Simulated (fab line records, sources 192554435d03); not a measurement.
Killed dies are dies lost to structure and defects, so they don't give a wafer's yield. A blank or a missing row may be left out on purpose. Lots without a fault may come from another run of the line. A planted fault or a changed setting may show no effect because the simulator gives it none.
Problem report in the 8D (eight disciplines) form, filled by code | flow n5_finfet | the parts of the form that need people (team, actions taken, sign-off) are left out

1. THE PROBLEM
spin_speed_rpm at N5_BEOL_M9_COAT_63 reads a mean of 1363.3 rpm on 6 wafers of 2 lots; wafers without a fault read 1500.0 rpm with a standard deviation of 0.92. That is -99 or more standard deviations from the usual mean.
The step: time 60 s, resist thk 60 nm.
First seen on wafer L303.1, day 14 01:22, on litho_track-05. The record holds 32 wafers of 11 lots with a number at this step. Rule for "out", or "out of limits": more than 4 standard deviations from the usual mean. The other wafers with a number count as sound.

2. WHAT IT IS AND WHAT IT IS NOT
question                    | is                     | is not
which readings at this step | spin_speed_rpm         | -
which lots                  | L303, L304             | L286, L287, L291, L292, L293, L295, L298, L301, L302
which wafers of those lots  | all that have a number | -
read on which tools         | litho_track-05         | litho_track-01, litho_track-02
when                        | from day 14 01:22      | up to then (26 sound wafers)

3. SUSPECTS, AND WHAT RULES EACH OUT
Counting: a tool at a process step up to the reading stays a suspect if it ran every lot that is out and no sound lot after the first of them.
- rie_metal-02 at N5_BEOL_M9_HM_OPEN_17 (chemistry Cl2/BCl3, target TiN, target depth 20 nm, overetch 6 nm): kept. It ran every lot that is out, first L303 (day 14 01:08), and no sound lot after that; its last sound lot up to then is L302 (day 13 19:23).
- litho_track-05 at N5_BEOL_M9_COAT_63 (time 60 s, resist thk 60 nm): kept. It ran every lot that is out, first L303 (day 14 01:22), and no sound lot after that; its last sound lot up to then is L301 (day 13 16:45). Its own readings are out on those wafers: spin_speed_rpm.
Left after counting: rie_metal-02 at N5_BEOL_M9_HM_OPEN_17, litho_track-05 at N5_BEOL_M9_COAT_63.

4. THE CAUSE (what the simulator had put in)
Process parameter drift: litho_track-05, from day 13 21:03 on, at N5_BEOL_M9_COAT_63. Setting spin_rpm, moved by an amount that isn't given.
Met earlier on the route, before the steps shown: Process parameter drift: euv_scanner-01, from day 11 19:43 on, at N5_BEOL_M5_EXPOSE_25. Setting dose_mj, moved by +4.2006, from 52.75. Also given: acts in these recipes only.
Counting left 2 suspects, and this tool is among them.

5. THE CHAIN OF EFFECTS, in route order
Each row: a reading whose mean over the struck wafers that have a number lies more than 3 standard deviations from the usual. Only readings for which the record gives a usual standard deviation are gone through. hours: the time from each lot's start at the first step in this table that gives one to its start at this step, as a median over the lots. sigmas: the change in usual standard deviations.
hours | step               | reading        | usual      | on struck wafers | change | sigmas
0     | N5_BEOL_M9_COAT_63 | spin_speed_rpm | 1500.0 rpm | 1363.3           | -136.7 | -99 or more
The process steps in it:
- N5_BEOL_M9_COAT_63: time 60 s, resist thk 60 nm.

6. WHAT WOULD HAVE CAUGHT IT SOONER
In this record the first reading out of limits was taken at day 14 01:22, 4 hours after the fault began at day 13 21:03.
